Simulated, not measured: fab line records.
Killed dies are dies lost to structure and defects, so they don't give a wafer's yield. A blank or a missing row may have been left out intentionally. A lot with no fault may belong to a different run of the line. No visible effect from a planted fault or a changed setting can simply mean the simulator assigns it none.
Matching of chambers -- flow n5Finfet -- rieDiel-03 running N5_MIM_TOP_LITHO_DESCUM_10: 4 sister chambers
The step chemistry O2, time 7.9 s. 20 wafers are shown with their chamber, then 10 later ones without.

== WAFERS WITH THEIR CHAMBER ==
wafer,chamber,showerheadPlenumPTorr (Torr),throttleValvePct (%),drypumpMotorCurrentA (A)
L074.2,0,2.13,20.37,5.5
L074.3,1,2.09,20.90,6.5
L074.5,2,1.99,20.47,5.7
L078.1,2,1.99,20.48,5.8
L078.3,0,2.12,20.39,5.5
L078.5,0,2.12,20.39,5.5
L081.1,0,2.12,20.39,5.6
L081.2,2,1.99,20.49,5.8
L081.3,1,2.09,20.91,6.5
L079.1,0,2.12,20.38,5.6
L079.4,1,2.09,20.92,6.5
L079.6,2,1.99,20.49,5.8
L080.1,2,1.99,20.48,5.8
L080.2,0,2.12,20.39,5.6
L080.4,3,2.20,20.60,5.3
L083.3,2,1.99,20.52,5.8
L083.5,2,1.99,20.53,5.8
L083.6,1,2.09,20.91,6.6
L084.3,1,2.08,20.92,6.5
L084.4,1,2.09,20.93,6.6

SIGNATURES (means of the wafers above)
reading,chamber 0,chamber 1,chamber 2,chamber 3,scatter within a chamber
showerheadPlenumPTorr,2.1217,2.0883,1.9900,2.2000,0.00323
throttleValvePct,20.3850,20.9150,20.4943,20.6000,0.0156
drypumpMotorCurrentA,5.550,6.533,5.786,5.300,0.048
Rule: distance of a wafer from a chamber = root of the sum over the readings of ((wafer's reading minus chamber's mean) / reading's scatter) squared. If the next closest chamber is less than 2 further off than the closest, the wafer can't be placed; otherwise it belongs to the closest. How the scatter is found: for the shown wafers, subtract from each reading the mean of its chamber, square and add these, divide the total by (wafers less chambers), then take the root.

== WAFERS WITH NO CHAMBER GIVEN ==
wafer,showerheadPlenumPTorr (Torr),throttleValvePct (%),drypumpMotorCurrentA (A)
L084.5,1.99,20.51,5.8
L085.3,1.98,20.53,5.8
L085.5,2.12,20.40,5.6
L085.6,2.20,20.62,5.3
L086.2,2.20,20.62,5.3
L086.3,1.98,20.52,5.8
L086.5,2.20,20.62,5.3
L092.1,1.98,20.54,5.8
L092.2,2.19,20.64,5.3
L092.3,2.08,20.94,6.6

== WHICH CHAMBER EACH WENT THROUGH ==
wafer,from the rows above,in truth
L084.5,2,2
L085.3,2,2
L085.5,0,0
L085.6,3,3
L086.2,3,3
L086.3,2,2
L086.5,3,3
L092.1,2,2
L092.2,3,3
L092.3,1,1
Correctly placed: 10 of 10. Number that these rows cannot place: 0. 0 placed wrongly.
